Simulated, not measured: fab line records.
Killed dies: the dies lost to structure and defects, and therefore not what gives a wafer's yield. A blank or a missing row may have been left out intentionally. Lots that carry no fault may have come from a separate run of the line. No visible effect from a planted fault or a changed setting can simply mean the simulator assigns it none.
Matching of chambers || flow n5 finfet || 4 sister chambers for N5_BEOL_M13_ETCH_68 on rie diel-02
The step etches SOC in N2/H2, time 355 s. 4 wafers are shown with their chamber, then 8 later ones without.

WAFERS PAIRED WITH THEIR CHAMBERS
{"wafer": "L083.1", "chamber": 2, "showerhead plenum p Torr (Torr)": 2.34}
{"wafer": "L091.3", "chamber": 0, "showerhead plenum p Torr (Torr)": 2.67}
{"wafer": "L091.4", "chamber": 1, "showerhead plenum p Torr (Torr)": 2.62}
{"wafer": "L094.2", "chamber": 3, "showerhead plenum p Torr (Torr)": 2.40}

WAFERS WHOSE CHAMBER IS MISSING
{"wafer": "L094.5", "showerhead plenum p Torr (Torr)": 2.40}
{"wafer": "L094.6", "showerhead plenum p Torr (Torr)": 2.67}
{"wafer": "L093.1", "showerhead plenum p Torr (Torr)": 2.67}
{"wafer": "L093.2", "showerhead plenum p Torr (Torr)": 2.33}
{"wafer": "L093.6", "showerhead plenum p Torr (Torr)": 2.40}
{"wafer": "L096.1", "showerhead plenum p Torr (Torr)": 2.66}
{"wafer": "L096.2", "showerhead plenum p Torr (Torr)": 2.40}
{"wafer": "L096.6", "showerhead plenum p Torr (Torr)": 2.62}

WHICH CHAMBER EACH ONE RAN IN
{"wafer": "L094.5", "from the rows above": 3, "in truth": 3}
{"wafer": "L094.6", "from the rows above": 0, "in truth": 0}
{"wafer": "L093.1", "from the rows above": 0, "in truth": 0}
{"wafer": "L093.2", "from the rows above": 2, "in truth": 2}
{"wafer": "L093.6", "from the rows above": 3, "in truth": 3}
{"wafer": "L096.1", "from the rows above": 0, "in truth": 0}
{"wafer": "L096.2", "from the rows above": 3, "in truth": 3}
{"wafer": "L096.6", "from the rows above": 1, "in truth": 1}
8 of 8 placed correctly. From these rows, 0 cannot be placed. Wrongly placed: 0.
How it was worked out, from the rows above alone: a wafer's distance from a chamber is the root of the sum, over the readings, of the square of ((its reading less the chamber's mean) divided by the reading's scatter). If the next closest chamber is less than 2 further off than the closest, the wafer can't be placed; otherwise it belongs to the closest. Each chamber's mean is taken over the wafers shown for it. The scatter (one wafer shown for each chamber): square how far every hidden wafer sits from the nearest shown wafer, average those squares and take the square root.
